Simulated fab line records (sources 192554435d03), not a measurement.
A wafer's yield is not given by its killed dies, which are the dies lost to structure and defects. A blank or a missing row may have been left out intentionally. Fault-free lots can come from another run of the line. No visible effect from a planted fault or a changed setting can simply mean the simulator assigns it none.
fab line records	flow n5_finfet
record lots=10	wafers=30	last_day=17
route steps=1938 shown STI_FIN_REVEAL@183 BEOL_M4@1111 PASSIVATION@1936
lots untouched by any fault: they come from a run of this same line in which no faults occurred
start_h: hours from the record's first day to the start of the lot's first wafer shown	wait_h: how many hours have passed since the lot's step before this one	" as in the row above	L1.1+2: several wafers, shown together as one row	- either no value or no given start	* or withheld: withheld	< > ~ a bound
route shown NAME@n: a module of which the file shows steps, and the number in the route of the first	usual: mean/standard deviation taken from wafers without a fault	same: alike in all rows	chamber/n: place in a boat	sites: per-site readings	_std_site: standard deviation across them	_edge_site: mean of outer sites minus mean of inner sites	radius_mm: how far each site lies from the wafer's centre	mask NAME#n: copy n	behind: the last tool/chamber to shape the wafer	hold: cause of the lot's hold/its duration in hours/its outcome	device: names the non-switching transistor (n, p or np)	end of line: the tests these same wafers got at the end of their route	for a step that has no rows: nothing shown but its recipe	killed: count of dies lost to structure and defects at first sort (not the wafer's yield)	map: per-die view of a wafer (x killed, . not killed, _ where there is no die)
set.NAME: the setting as run; set.NAME@STEP: as run at that earlier step	model.NAME: the simulator's own value behind a step, which no gauge read
a sample of lots followed through the steps of the route, with each step as a table and each wafer as a row
services: from which hour (start_h, from the record's first day; less than 0 if before it) a tool's chamber was out of use, for how many hours, and why
## steps
# step N5_STI_FIN_REVEAL_ALD_00
# recipe material=SiO2	target_thk_a=10	temp_c=300	ald_precursor_family=BDEAS	ald_co_reactant=O2-plasma	pulse_time_s=1	pressure_torr=2
# usual heater_power_w=461/51	precursor_pulse_height_rel=1.000/0.019
# same pulse_time_s=1
lot.wafer	tool	chamber	start_h	wait_h	heater_power_w	precursor_pulse_height_rel
L324.2	ald_sin-02	3	34.60	0.0	407	0.965
L324.5	"	0	"	"	493	0.964
L324.6	"	1	"	"	574	0.964
L326.2	ald_sin-04	0	48.85	2.2	429	0.977
L326.5	"	0	"	"	434	0.969
L326.6	"	1	"	"	481	1.009
L329.1	ald_sin-04	3	64.26	0.4	466	0.982
L329.3	"	2	"	"	431	1.032
L329.4	"	0	"	"	436	0.978
L330.1	ald_sin-03	3	74.21	0.1	514	0.981
L330.3	"	2	"	"	350	1.007
L330.5	"	1	"	"	523	1.021
L331.2	ald_sin-03	2	79.81	0.0	350	0.981
L331.4	"	1	"	"	515	0.968
L331.6	"	0	"	"	420	1.004
L333.3	ald_sin-03	0	89.45	0.0	420	0.991
L333.4	"	3	"	"	508	0.981
L333.5	"	0	"	"	420	1.019
L334.1	ald_sin-03	2	94.61	0.0	341	1.027
L334.4	"	0	"	"	414	1.040
L334.5	"	0	"	"	419	0.995
L337.2	ald_sin-02	0	113.02	0.0	491	1.025
L337.3	"	3	"	"	413	0.994
L337.5	"	1	"	"	544	0.981
L340.1	ald_sin-03	0	131.86	0.4	431	0.993
L340.3	"	3	"	"	523	1.027
L340.4	"	1	"	"	508	1.013
L343.1	ald_sin-04	0	149.30	1.5	432	1.001
L343.4	"	3	"	"	482	1.023
L343.6	"	3	"	"	483	1.016
# step N5_STI_FIN_REVEAL_STRIP_24
# recipe chemistry=N2/H2	time_s=90	power_w=100	temp_c=40	pressure_mtorr=100	rf_frequency_hz=6e+07	bias_power_w=3	n2_flow_sccm=300	h2_flow_sccm=300
# usual drypump_motor_current_A=5.8/0.42	oes_product_au=0.78/0.096	rf_vpp_V=45.4/0.81	showerhead_plenum_p_Torr=3.42/0.081	throttle_valve_pct=12.3/0.3
lot.wafer	tool	chamber	start_h	wait_h	drypump_motor_current_A	oes_product_au	rf_hours_counter_h	rf_vpp_V	showerhead_plenum_p_Torr	throttle_valve_pct
L324.2	rie_diel-03	3	41.00	0.0	5.8	0.72	209	44.7	3.34	12.3
L324.5	"	0	"	"	5.9	0.70	-	45.1	3.46	12.7
L324.6	"	3	"	"	5.8	0.71	-	45.6	3.34	12.3
L326.2	rie_diel-01	3	54.54	0.0	5.5	0.75	180	44.9	3.36	12.4
L326.5	"	0	"	"	6.7	0.72	-	45.3	3.50	12.4
L326.6	"	3	"	"	5.5	0.74	-	44.4	3.36	12.4
L329.1	rie_diel-06	2	69.91	0.0	5.6	0.70	208	45.0	3.49	12.6
L329.3	"	0	"	"	5.2	0.82	96	45.6	3.55	12.2
L329.4	"	0	"	"	5.1	0.83	-	45.2	3.55	12.2
L330.1	rie_diel-01	1	79.87	0.0	6.4	0.91	31	45.4	3.43	11.7
L330.3	"	0	"	"	6.7	0.71	219	45.0	3.49	12.5
L330.5	"	1	"	"	6.4	0.91	-	43.9	3.43	11.7
L331.2	rie_diel-01	3	85.89	0.0	5.5	0.74	190	44.3	3.36	12.4
L331.4	"	2	"	"	5.3	0.72	204	45.1	3.35	12.4
L331.6	"	2	"	"	5.3	0.73	-	45.4	3.35	12.4
L333.3	rie_diel-03	3	95.17	0.0	5.7	0.72	229	45.1	3.33	12.4
L333.4	"	3	"	"	5.7	0.71	-	45.2	3.33	12.4
L333.5	"	0	"	"	5.9	0.69	-	45.0	3.45	12.7
L334.1	rie_diel-06	3	100.30	0.0	5.7	0.78	149	45.1	3.39	12.6
L334.4	"	1	"	"	6.1	0.95	7	47.0	3.60	11.8
L334.5	"	0	"	"	5.1	0.82	-	44.8	3.55	12.3
L337.2	rie_diel-03	0	118.97	0.0	5.9	0.67	258	45.5	3.45	12.8
L337.3	"	3	"	"	5.8	0.70	239	46.0	3.32	12.4
L337.5	"	3	"	"	5.8	0.70	-	45.9	3.32	12.4
L340.1	rie_diel-06	2	138.19	0.0	5.6	0.68	234	45.5	3.48	12.6
L340.3	"	3	"	"	5.7	0.76	-	44.7	3.38	12.7
L340.4	"	2	"	"	5.6	0.68	-	45.8	3.48	12.6
L343.1	rie_diel-03	1	155.21	0.0	6.0	0.88	35	45.1	3.30	12.0
L343.4	"	2	"	"	5.3	0.91	-	44.2	3.45	12.1
L343.6	"	0	"	"	5.9	0.98	-	45.6	3.44	12.1
# step N5_STI_FIN_REVEAL_CLEAN_19
# recipe chemistry=O3/DIW	temp_c=25	time_s=120	o3_ppm=10
lot.wafer	tool	chamber	start_h	wait_h
L324.2+5+6	wet_bench-02	2,0,6	43.82	0.1
L326.2+5+6	wet_bench-02	1,2,7	57.44	0.1
L329.1+3+4	wet_bench-02	5,0,7	72.83	0.1
L330.1+3+5	wet_bench-01	4,5,3	83.21	0.1
L331.2+4+6	wet_bench-03	2,1,0	88.72	0.1
L333.3+4+5	wet_bench-03	5,2,7	97.98	0.0
L334.1+4+5	wet_bench-02	6,7,0	103.11	0.1
L337.2+3+5	wet_bench-02	7,0,6	121.78	0.1
L340.1+3+4	wet_bench-01	5,4,7	141.05	0.1
L343.1+4+6	wet_bench-01	6,5,3	158.27	0.1
# step N5_STI_FIN_REVEAL_CD_MEAS_22
# recipe target_cd_nm=6.238	pitch_nm=28	polarity=line
# usual cd_nm=6.21/0.27
lot.wafer	tool	chamber	start_h	wait_h	cd_nm
L324.2	cd_sem-02	-	43.91	0.0	5.42
L324.5	"	-	"	"	5.90
L324.6	"	-	"	"	6.29
L326.2	cd_sem-01	-	57.52	0.0	6.39
L326.5	"	-	"	"	5.77
L326.6	"	-	"	"	6.30
L329.1	cd_sem-01	-	72.90	0.0	6.29
L329.3	"	-	"	"	6.18
L329.4	"	-	"	"	6.24
L330.1	cd_sem-01	-	83.30	0.0	6.33
L330.3	"	-	"	"	6.60
L330.5	"	-	"	"	6.50
L331.2	cd_sem-02	-	88.79	0.0	5.95
L331.4	"	-	"	"	6.07
L331.6	"	-	"	"	5.99
L333.3	cd_sem-02	-	98.05	0.0	5.87
L333.4	"	-	"	"	6.79
L333.5	"	-	"	"	6.49
L334.1	cd_sem-01	-	103.18	0.0	6.46
L334.4	"	-	"	"	5.80
L334.5	"	-	"	"	6.14
L337.2	cd_sem-01	-	121.86	0.0	5.84
L337.3	"	-	"	"	6.44
L337.5	"	-	"	"	6.53
L340.1	cd_sem-03	-	141.12	0.0	6.11
L340.3	"	-	"	"	6.40
L340.4	"	-	"	"	6.22
L343.1	cd_sem-03	-	158.35	0.0	6.29
L343.4	"	-	"	"	6.07
L343.6	"	-	"	"	6.24
# step N5_STI_FIN_REVEAL_INSPECT_13
# recipe inspect_instrument=darkfield	mode=post_clean
# usual raw_defect_count=12/5.2
lot.wafer	tool	chamber	start_h	wait_h	raw_defect_count
L324.2	defect_inspect-01	-	44.02	0.0	8
L324.5	"	-	"	"	14
L324.6	"	-	"	"	21
L326.2	defect_inspect-01	-	57.64	0.0	16
L326.5	"	-	"	"	14
L326.6	"	-	"	"	15
L329.1	defect_inspect-02	-	73.02	0.0	7
L329.3	"	-	"	"	6
L329.4	"	-	"	"	17
L330.1	defect_inspect-01	-	83.42	0.0	8
L330.3	"	-	"	"	11
L330.5	"	-	"	"	12
L331.2	defect_inspect-01	-	88.91	0.0	14
L331.4	"	-	"	"	10
L331.6	"	-	"	"	16
L333.3	defect_inspect-02	-	98.17	0.0	16
L333.4	"	-	"	"	10
L333.5	"	-	"	"	5
L334.1	defect_inspect-01	-	103.30	0.0	512
L334.4	"	-	"	"	505
L334.5	"	-	"	"	544
L337.2	defect_inspect-02	-	121.97	0.0	554
L337.3	"	-	"	"	528
L337.5	"	-	"	"	500
L340.1	defect_inspect-02	-	141.24	0.0	15
L340.3	"	-	"	"	27
L340.4	"	-	"	"	23
L343.1	defect_inspect-01	-	158.49	0.0	8
L343.4	"	-	"	"	14
L343.6	"	-	"	"	20
# step N5_BEOL_M4_RC_MEAS_101
# usual DIBL_N=36.0/1.7	DIBL_P=36.0/2	IOFF_N=0.156/0.028	IOFF_P=0.21/0.04	ION_N=673/12	ION_P=463/8.3	SS_N=71.4/0.6	SS_P=73.3/0.66	VT_N=250/3	VT_P=-250/3.8
lot.wafer	tool	chamber	start_h	wait_h	DIBL_N[mV/V]	DIBL_P[mV/V]	IOFF_N[nA/um]	IOFF_P[nA/um]	ION_N[uA/um]	ION_P[uA/um]	SS_N[mV/dec]	SS_P[mV/dec]	VT_N[mV]	VT_P[mV]
L324.2	prober-01	0	173.52	0.2	33.3	32.2	0.102	0.17	653	460	70.6	72.2	256	-253
L324.5	"	0	"	"	35.7	35.4	0.135	0.20	654	456	72.1	73.7	254	-251
L324.6	"	0	"	"	35.2	34.4	0.136	0.20	666	459	71.4	72.7	254	-249
L326.2	prober-02	0	179.55	0.5	36.9	36.3	0.167	0.18	677	461	71.3	73.6	250	-254
L326.5	"	0	"	"	36.9	35.9	0.153	0.18	660	448	71.9	73.7	255	-255
L326.6	"	0	"	"	34.7	34.3	0.123	0.16	672	457	70.7	72.6	254	-254
L329.1	prober-02	0	203.34	0.0	39.3	39.6	0.205	0.27	676	471	72.0	75.0	248	-247
L329.3	"	0	"	"	36.9	36.2	0.154	0.21	662	456	71.2	74.1	254	-253
L329.4	"	0	"	"	38.1	36.6	0.160	0.21	662	455	71.5	74.0	254	-254
L331.2	prober-02	0	208.03	0.2	36.1	35.1	0.155	0.20	669	462	71.7	73.6	252	-251
L331.4	"	0	"	"	36.3	35.6	0.168	0.22	681	465	70.9	73.2	248	-247
L331.6	"	0	"	"	36.6	35.9	0.159	0.22	673	461	71.8	74.5	251	-250
L330.1	prober-01	0	209.48	0.1	36.7	35.6	0.160	0.20	682	462	72.3	72.7	249	-252
L330.3	"	0	"	"	38.2	37.2	0.192	0.23	669	458	71.8	73.3	245	-249
L330.5	"	0	"	"	37.4	36.1	0.167	0.21	680	463	71.4	73.8	247	-249
L333.3	prober-02	0	227.16	0.3	32.3	32.4	0.112	0.19	658	462	70.2	72.7	254	-249
L333.4	"	0	"	"	34.6	35.4	0.156	0.23	682	467	71.0	73.5	250	-247
L333.5	"	0	"	"	34.7	35.3	0.142	0.22	660	459	71.6	73.2	252	-247
L334.1	prober-01	0	236.13	0.0	39.2	38.8	0.220	0.28	699	477	72.1	74.7	243	-247
L334.4	"	0	"	"	32.8	30.8	0.107	0.16	658	465	70.5	72.3	254	-252
L334.5	"	0	"	"	35.6	34.7	0.146	0.21	670	463	71.4	73.2	252	-252
L337.2	prober-01	0	245.12	0.2	35.5	34.7	0.141	0.20	656	460	70.8	73.3	254	-251
L337.3	"	0	"	"	37.3	36.9	0.182	0.23	684	472	71.4	72.7	249	-248
L337.5	"	0	"	"	37.1	37.1	0.174	0.24	688	467	71.6	73.9	249	-248
L340.1	prober-02	0	274.15	0.0	38.8	38.5	0.179	0.24	675	463	71.9	73.6	249	-250
L340.3	"	0	"	"	37.1	36.2	0.156	0.22	687	470	71.3	72.2	248	-248
L340.4	"	0	"	"	37.9	36.2	0.163	0.22	672	460	71.2	72.9	251	-249
L343.1	prober-01	0	300.79	0.0	38.1	38.5	0.208	0.24	692	468	71.7	73.9	247	-249
L343.4	"	0	"	"	37.2	36.4	0.179	0.20	673	455	71.9	73.5	249	-254
L343.6	"	0	"	"	38.8	38.3	0.202	0.25	686	466	72.1	74.6	246	-250
# step N5_PASSIVATION_PROBE_49
# usual defect_limited_yield=91.6/1.6	killed_at_M0_to_M3=31/10	killed_at_M4_up=14/6.3	killed_at_contacts=12/6.1	killed_at_front_end=39/12	killed_at_other=3.7/2.8	killed_dies=100/19	killed_open=66/14	killed_short=33/8.1	sort_bin_5_function=5.0/1.1	sort_bin_6_memory=3.2/0.66	sort_n_pass=1080/18	sort_yield_pct=91.6/1.6
# same gross_dies=1180	killed_at_back_side=0	sort_bin_4_leakage[%]=0	sort_bin_8_speed[%]=0
lot.wafer	tool	chamber	start_h	wait_h	defect_limited_yield[%]	killed_at_M0_to_M3	killed_at_M4_up	killed_at_contacts	killed_at_front_end	killed_at_other	killed_dies	killed_open	killed_short	sort_bin_5_function[%]	sort_bin_6_memory[%]	sort_n_pass	sort_yield_pct[%]
L334.1	prober-01	-	339.24	0.0	82.6	37	11	6	144	7	205	65	23	10.5	4.8	975	82.6
L334.4	prober-01	-	339.39	0.2	84.0	30	15	4	138	2	189	56	23	10.9	3.3	991	84.0
L334.5	prober-01	-	339.44	0.2	86.2	25	9	4	117	8	163	42	25	9.1	2.7	1017	86.2
L337.2	prober-02	-	347.35	0.1	84.3	24	24	2	132	3	185	53	32	9.9	4.2	995	84.3
L337.3	prober-02	-	347.40	0.1	84.3	29	9	13	131	3	185	64	31	10.3	3.3	995	84.3
L337.5	prober-02	-	347.50	0.2	83.3	12	22	8	154	1	197	54	21	11.2	4.1	983	83.3
# killed by level:class
L334.1 STI_FIN_REVEAL:unspecified=116 BEOL_M2:geometric_particle:open=13 BEOL_M3:geometric_particle:open=12 FIN_SAQP:geometric_particle:open=8 BEOL_M4:geometric_particle:open=6 GATE_CUT:geometric_particle:short=5 DUMMY_GATE:geometric_particle:open=4 MOL_CONTACT_COAG:geometric_particle:open=4
L334.4 STI_FIN_REVEAL:unspecified=110 FIN_SAQP:geometric_particle:open=8 BEOL_M2:geometric_particle:open=8 BEOL_M3:geometric_particle:open=6 FIN_SAQP:geometric_particle:short=5 BEOL_M0_SAQP:geometric_particle:open=5 GATE_CUT:geometric_particle:short=4 BEOL_M1:geometric_particle:open=4
L334.5 STI_FIN_REVEAL:unspecified=94 BEOL_M2:geometric_particle:open=6 FIN_SAQP:geometric_particle:short=5 GATE_CUT:geometric_particle:short=5 BEOL_M4:geometric_particle:open=5 BEOL_M0_SAQP:geometric_particle:open=4 BEOL_M0:geometric_particle:open=4 BEOL_M3:geometric_particle:open=4
L337.2 STI_FIN_REVEAL:unspecified=100 BEOL_M4:geometric_particle:open=15 FIN_SAQP:geometric_particle:short=7 BEOL_M0_SAQP:geometric_particle:short=7 ILD0:geometric_particle:open=6 BEOL_M0_SAQP:geometric_particle:open=6 DUMMY_GATE:geometric_particle:open=4 BEOL_M1:geometric_particle:open=4
L337.3 STI_FIN_REVEAL:unspecified=90 STI_FIN_REVEAL:geometric_particle:open=14 MOL_CONTACT_COAG:geometric_particle:open=11 BEOL_M0_SAQP:geometric_particle:open=9 BEOL_M0_SAQP:geometric_particle:short=7 ILD0:geometric_particle:short=6 BEOL_M3:geometric_particle:open=6 ILD0:geometric_particle:open=5
L337.5 STI_FIN_REVEAL:unspecified=122 FIN_SAQP:geometric_particle:open=10 BEOL_M4:geometric_particle:open=10 MOL_CONTACT_COAG:geometric_particle:open=7 ILD0:geometric_particle:short=6 FIN_SAQP:geometric_particle:short=4 BEOL_M2:geometric_particle:open=4 BEOL_M3:geometric_particle:open=4
## services
tool	chamber	start_h	hours	kind
rie_diel-03	1	18.59	3.5	repair
ald_sin-03	1	28.44	1.8	repair
ald_sin-02	0	40.03	8.5	repair
ald_sin-04	2	41.38	2.8	repair
rie_diel-03	0	41.90	2.2	repair
ald_sin-02	-	47.99	28.1	pm
ald_sin-03	3	54.19	3.0	repair
rie_diel-03	1	57.16	-	clean
rie_diel-03	1	57.16	-	consumable_replace:focus_ring
rie_diel-03	1	57.16	23.2	scheduled_down
ald_sin-03	0	59.67	15.9	repair
ald_sin-03	-	61.54	6.1	pm
ald_sin-03	3	76.69	9.6	repair
rie_diel-06	2	78.60	4.3	repair
rie_diel-01	3	80.46	4.2	repair
rie_diel-03	2	91.31	7.1	repair
ald_sin-04	1	91.70	3.7	repair
ald_sin-03	0	95.77	2.0	repair
rie_diel-03	-	111.30	2.4	repair
rie_diel-06	1	132.23	6.0	repair
rie_diel-06	0	133.63	5.5	repair
rie_diel-06	-	139.31	0.5	repair
ald_sin-02	-	139.72	0.6	repair
rie_diel-06	3	155.87	5.8	repair
## key
first_sign step=N5_STI_FIN_REVEAL_INSPECT_13	reading=raw_defect_count	direction=up	sigmas=98	usual=12	struck=524
effect step=N5_PASSIVATION_PROBE_49	reading=killed_at_front_end	direction=up	sigmas=7.9	usual=39	struck=136
more_kills_born_at N5_STI_FIN_REVEAL_CLEAN_19@wet_bench-02=632
met_at N5_STI_FIN_REVEAL_CLEAN_19
struck_lots L334,L337
not_acting_at N5_STI_FIN_REVEAL_ALD_00,N5_STI_FIN_REVEAL_STRIP_24,N5_STI_FIN_REVEAL_CD_MEAS_22
onset_between 72.83 103.11
fault kind=chamber_particle_source	tool=wet_bench-02	chamber=-	onset_h=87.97	steps=N5_STI_FIN_REVEAL_CLEAN_19	rate_per_visit_cm2=0.79003	end_h=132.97
